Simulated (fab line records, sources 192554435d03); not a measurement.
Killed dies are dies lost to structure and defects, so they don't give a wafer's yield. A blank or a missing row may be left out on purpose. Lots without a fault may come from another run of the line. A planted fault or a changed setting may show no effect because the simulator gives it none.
A struck lot beside a sound one | flow n5_finfet | 19 steps out of a route of 1938
Sound: wafers L473.1, L473.5, L473.6. Struck: wafers L483.1, L483.5, L483.6. The cause comes at the end.
At each step with rows: each side's tool, then ch and its chambers, then its first start. Under that, the readings that differ: sound wafers | struck wafers | difference of the means | sigmas: that difference in standard deviations of wafers without a fault.
alike: readings whose means differ by less than 2 such deviations, and words and numbers that are the same on both sides. not compared: withheld readings, readings that some wafer has no value for, bounds like >300 that may hide the same value, and numbers for which the record gives no deviation and whose values overlap.
The two part at a step that has a row with sigmas, a row that says differs or no value, or rows on one side only. Numbers that don't overlap but have no deviation are shown without sigmas and don't part them. A reading that every wafer of one side lacks parts them only if that side has two wafers or more.

first, 8 steps without rows for these wafers: N5_BEOL_M2_COAT_68 (time 60 s, resist thk 12 nm); N5_BEOL_M2_COAT_76 (time 60 s, resist thk 5 nm); N5_BEOL_M2_COAT_22 (resist thk 30 nm); N5_BEOL_M2_EBR_24; N5_BEOL_M2_SOFTBAKE_23 (time 60 s); N5_BEOL_M2_EXPOSE_25 (exposes mask V1, defocus 5 nm); N5_BEOL_M2_PEB_26 (peb time 60 s); N5_BEOL_M2_DEVELOP_27 (develop time 30 s).
N5_BEOL_M2_CD_MEAS_28: target cd 26.2 nm, target cd y 24.1 nm.
  sound on cd_sem-02 ch 0, day 8 10:24; struck on cd_sem-03 ch 0, day 10 13:51
  alike: cd_nm
N5_BEOL_M2_OVL_MEAS_29:
  sound on overlay-01 ch 0, day 8 10:26; struck on overlay-01 ch 0, day 10 13:53
  reading     | sound          | struck      | difference | sigmas
  V1_OVL (nm) | -1.2 -0.8 -0.1 | 1.3 1.0 1.2 | +1.9       | +2
N5_BEOL_M2_INSPECT_30: inspects for defects (brightfield).
  sound on defect_inspect-01, day 8 10:29; struck on defect_inspect-01, day 10 13:56
  reading          | sound       | struck      | difference | sigmas
  raw_defect_count | 613 498 467 | 453 242 241 | -214       | -2
N5_BEOL_M2_DESCUM_33: chemistry O2, time 7 s.
  sound on rie_diel-04 ch 0,1, day 8 10:45; struck on rie_diel-03 ch 1,2, day 10 13:58
  reading               | sound          | struck         | difference | sigmas
  oes_product_au (a.u.) | 0.93 0.94 0.98 | 0.76 0.76 0.72 | -0.20      | -2
  alike: drypump_motor_current_A, rf_vpp_V, showerhead_plenum_p_Torr, temp_c, throttle_valve_pct
  not compared: rf_hours_counter_h
N5_BEOL_M2_ETCH_77: etches underlayer in N2/H2, target depth 6.5 nm, time 5.2 s.
  sound on rie_diel-04 ch 0,1, day 8 10:47; struck on rie_diel-03 ch 1,2, day 10 14:01
  no value came back on the struck wafers for any of 9 readings (bias_w (W), chamber_pressure_mTorr (mTorr) and others); on the sound wafers bias_w (W) reads 150.3 150.3 150.3
  reading                                      | sound          | struck   | difference | sigmas
  model.CAR-EUV_of_BEOL_M2_COAT_22.thk_nm (nm) | 20.4 20.4 20.4 | 26 26 26 | +6         |
  not compared: rf_hours_counter_h
N5_BEOL_M2_ETCH_69: etches SiARC in CF4, target depth 15.6 nm, time 26 s.
  sound on rie_diel-04 ch 0,1, day 8 10:48; struck on rie_diel-03 ch 1,2, day 10 14:01
  reading               | sound          | struck         | difference | sigmas
  oes_product_au (a.u.) | 0.81 0.81 0.85 | 0.68 0.68 0.61 | -0.17      | -2
  alike: bias_w, cf4_flow_sccm, drypump_motor_current_A, etch_rf_on_time_s, mfc_ar_sccm, rf_vpp_V, showerhead_plenum_p_Torr, throttle_valve_pct
  not compared: rf_hours_counter_h
N5_BEOL_M2_ALD_98: deposits SiO2, target thk 2.5 nm, pulse time 1 s, co reactant pulse time 1 s.
  sound on ald_sin-02 ch 0,3, day 8 11:07; struck on ald_sin-01 ch 2,3, day 10 14:07
  alike: heater_power_w, precursor_pulse_height_rel
N5_BEOL_M2_ETCHBACK_99: etches SiO2 in CHF3, target depth 5 nm, time 10.4 s.
  sound on rie_diel-01 ch 0,3, day 8 12:37; struck on rie_diel-01 ch 0,1, day 11 09:43
  reading                                      | sound          | struck     | difference | sigmas
  model.CAR-EUV_of_BEOL_M2_COAT_22.thk_nm (nm) | 10.4 10.4 10.4 | 16 16 16.2 | +6         |
  alike: drypump_motor_current_A, mfc_ar_sccm, oes_product_au, rf_vpp_V, showerhead_plenum_p_Torr, throttle_valve_pct
  not compared: rf_hours_counter_h
N5_BEOL_M2_ETCH_70: etches SOC in N2/H2, target depth 80 nm, overetch 24 nm, time 130 s.
  sound on rie_diel-01 ch 0,3, day 8 12:40; struck on rie_diel-01 ch 0,1, day 11 09:45
  alike: bias_w, chamber_pressure_mTorr, drypump_motor_current_A, n2_flow_sccm, oes_product_au, rf_vpp_V, showerhead_plenum_p_Torr, temp_c, throttle_valve_pct
  not compared: rf_hours_counter_h
-- the record jumps here: 3 days lie between the struck wafers' starts before and after (it left off in module BEOL_M2 and takes up again in module BEOL_M4, whose first step shown is number 1111 of the route) --
N5_BEOL_M4_RC_MEAS_101:
  sound on prober-01 ch 0, day 12 07:42; struck on prober-02 ch 0, day 14 05:25
  alike: DIBL_N, DIBL_P, IOFF_N, IOFF_P, ION_N, ION_P, SS_N, SS_P, VT_N, VT_P
N5_PASSIVATION_PROBE_49:
  the record has rows for the sound wafers here (prober-01, day 16 10:29) and none for the struck ones

WHERE THEY PART
First at N5_BEOL_M2_OVL_MEAS_29; last, within this record, at N5_PASSIVATION_PROBE_49.

WHY: what the simulator had put in
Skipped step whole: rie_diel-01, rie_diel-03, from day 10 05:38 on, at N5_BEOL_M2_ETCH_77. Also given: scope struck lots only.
